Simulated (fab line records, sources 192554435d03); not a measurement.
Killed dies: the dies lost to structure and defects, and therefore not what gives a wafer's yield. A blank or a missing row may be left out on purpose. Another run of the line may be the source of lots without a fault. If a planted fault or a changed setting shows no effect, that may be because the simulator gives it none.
Split-lot experiment ; flow n5_finfet ; route with 1938 steps; 7 lots, 21 wafers read

== SPLIT DETAILS ==
At N5_FIN_SAQP_COAT_49 (time 60 s, resist thk 100 nm), the setting spin_rpm was moved away from the recipe's 1500 rpm on 10 of the 21 wafers read, by -7.9% to +9.7%. This setting was run at the recipe's value on the other wafers.

The split's own step is where the reading is taken.

== THE READING ==
SOC_of_FIN_SAQP_COAT_49.thk_nm (the simulator's own value, which no gauge read), in nm, at N5_FIN_SAQP_COAT_49 (time 60 s, resist thk 100 nm). The file gives no usual value for it. Across the 11 wafers here that went through the recipe, the average is 100.04 nm and the standard deviation 0.23 nm.

wafer;tool, chamber at the split;spin_rpm as run, rpm;against the recipe;SOC_of_FIN_SAQP_COAT_49.thk_nm, nm;against lot-mates on the recipe
L076.2;litho_track-02, 0;1453;-3.1%;101.5;no lot-mate on the recipe
L076.6;litho_track-02, 0;1453;-3.1%;101.5;no lot-mate on the recipe
L076.3;litho_track-02, 0;1453;-3.1%;101.4;no lot-mate on the recipe
L086.1;litho_track-04, 0;1573;+4.9%;97.83;-2.27
L086.5;litho_track-04, 0;1500;recipe;100.1;-
L086.6;litho_track-04, 0;1573;+4.9%;97.76;-2.34
L087.1;litho_track-02, 0;1386;-7.6%;104.2;+4.14
L087.2;litho_track-02, 0;1500;recipe;100.3;-
L087.4;litho_track-02, 0;1500;recipe;99.81;-
L088.1;litho_track-04, 0;1381;-7.9%;103.6;+3.91
L088.5;litho_track-04, 0;1500;recipe;99.78;-
L088.6;litho_track-04, 0;1500;recipe;99.6;-
L089.1;litho_track-01, 0;1646;+9.7%;95.76;-4.39
L089.2;litho_track-01, 0;1500;recipe;100.2;-
L089.3;litho_track-01, 0;1500;recipe;100.1;-
L094.1;litho_track-04, 0;1500;recipe;100.2;-
L094.3;litho_track-04, 0;1500;recipe;100;-
L094.6;litho_track-04, 0;1500;recipe;100.4;-
L095.2;litho_track-04, 0;1500;recipe;100;-
L095.3;litho_track-04, 0;1397;-6.9%;103.8;+3.80
L095.4;litho_track-04, 0;1397;-6.9%;103.5;+3.50

THE FIT
A straight line over all 21 wafers: SOC_of_FIN_SAQP_COAT_49.thk_nm changes by -0.479 nm for each +1% of spin_rpm; r = -0.99; the points scatter about the line by 0.26 nm.
The same after taking each lot's own level away (the mean of its wafers on the recipe; 18 wafers): -0.496 nm for each +1%; r = -1.00; scatter 0.2 nm.
On that fit, the largest move of spin_rpm shifts the reading by 4.8 nm.
The lots' own levels span 99.690 to 100.200 nm, that is 2.2 times the standard deviation above.
Hence the lot-to-lot level has little effect on the slope; both slopes agree.
Check: with one of the wafers moved furthest among these (+9.7%) left out of the fit, the line predicts -4.93 nm for it against its lot-mates. Against them it came out at -4.39 nm.

== THE OTHER SPLITS THESE WAFERS WENT THROUGH ==
These wafers also went through other splits before the reading. Each is held against what the fit with the lots' levels taken away leaves over:
other split on the same wafers;wafers away from the commonest value;r with SOC_of_FIN_SAQP_COAT_49.thk_nm (lot level and that fit taken away)
N5_WELL_APT_EXPOSE_22 dose_mj;10;+0.34
N5_WELL_APT_DESCUM_30 time_s;9;-0.01

== THE FILE'S OWN FIT ==
SOC_of_FIN_SAQP_COAT_49.thk_nm changes by -0.498 nm for each +1% of spin_rpm, r = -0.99.
